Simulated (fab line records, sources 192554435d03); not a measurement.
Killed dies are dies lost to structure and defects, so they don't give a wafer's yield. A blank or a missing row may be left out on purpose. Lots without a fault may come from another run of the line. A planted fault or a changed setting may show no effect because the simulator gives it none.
Chamber matching | flow n5_finfet | N5_BEOL_M10_ALD_74 on ald_metal-03: 4 sister chambers
The step deposits TaN, target thk 2 nm, pulse time 2 s, purge time 3 s. 20 wafers are shown with their chamber, then 10 later ones without.

WAFERS WITH THEIR CHAMBER
wafer  | chamber | heater_power_w (W) | mfc_carrier_sccm (sccm)
L075.1 | 2       | 444                | 1497
L075.3 | 1       | 384                | 1501
L075.6 | 3       | 441                | 1494
L081.1 | 0       | 387                | 1501
L081.2 | 3       | 449                | 1496
L081.5 | 3       | 436                | 1491
L078.2 | 3       | 444                | 1486
L078.4 | 2       | 453                | 1502
L078.6 | 0       | 382                | 1510
L086.3 | 3       | 433                | 1488
L086.4 | 0       | 403                | 1495
L086.5 | 3       | 442                | 1495
L087.2 | 3       | 442                | 1502
L087.3 | 1       | 403                | 1507
L087.5 | 0       | 378                | 1504
L090.2 | 1       | 393                | 1504
L090.4 | 2       | 436                | 1504
L090.5 | 1       | 400                | 1502
L093.1 | 2       | 449                | 1504
L093.5 | 2       | 444                | 1502

SIGNATURES (means of the wafers above)
reading          | chamber 0 | chamber 1 | chamber 2 | chamber 3 | scatter within a chamber
heater_power_w   | 387.50    | 395.00    | 445.20    | 441.00    | 7.51
mfc_carrier_sccm | 1502.50   | 1503.50   | 1501.80   | 1493.14   | 4.63
Rule: a wafer's distance from a chamber is the root of the sum, over the readings, of the square of ((its reading less the chamber's mean) divided by the reading's scatter). The wafer belongs to the nearest chamber; if the next one is less than 2 further off, it can't be placed. The scatter: the root of (the sum of the squares of (reading less its chamber's mean) over the shown wafers, divided by (wafers less chambers)).

WAFERS WITHOUT THEIR CHAMBER
wafer  | heater_power_w (W) | mfc_carrier_sccm (sccm)
L093.6 | 433                | 1497
L092.1 | 380                | 1499
L092.4 | 393                | 1502
L092.6 | 401                | 1500
L097.1 | 382                | 1495
L097.2 | 398                | 1504
L097.4 | 449                | 1492
L096.2 | 392                | 1487
L096.3 | 432                | 1506
L096.4 | 400                | 1500

WHICH CHAMBER EACH WENT THROUGH
wafer  | from the rows above     | in truth
L093.6 | can't be placed: 3 or 2 | 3
L092.1 | can't be placed: 0 or 1 | 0
L092.4 | can't be placed: 1 or 0 | 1
L092.6 | can't be placed: 1 or 0 | 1
L097.1 | can't be placed: 0 or 1 | 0
L097.2 | can't be placed: 1 or 0 | 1
L097.4 | can't be placed: 3 or 2 | 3
L096.2 | can't be placed: 0 or 1 | 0
L096.3 | can't be placed: 2 or 3 | 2
L096.4 | can't be placed: 1 or 0 | 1
Placed correctly: 0 of 10. Can't be placed from these rows: 10 (the true chamber is among the candidates in 10). Placed wrongly: 0.
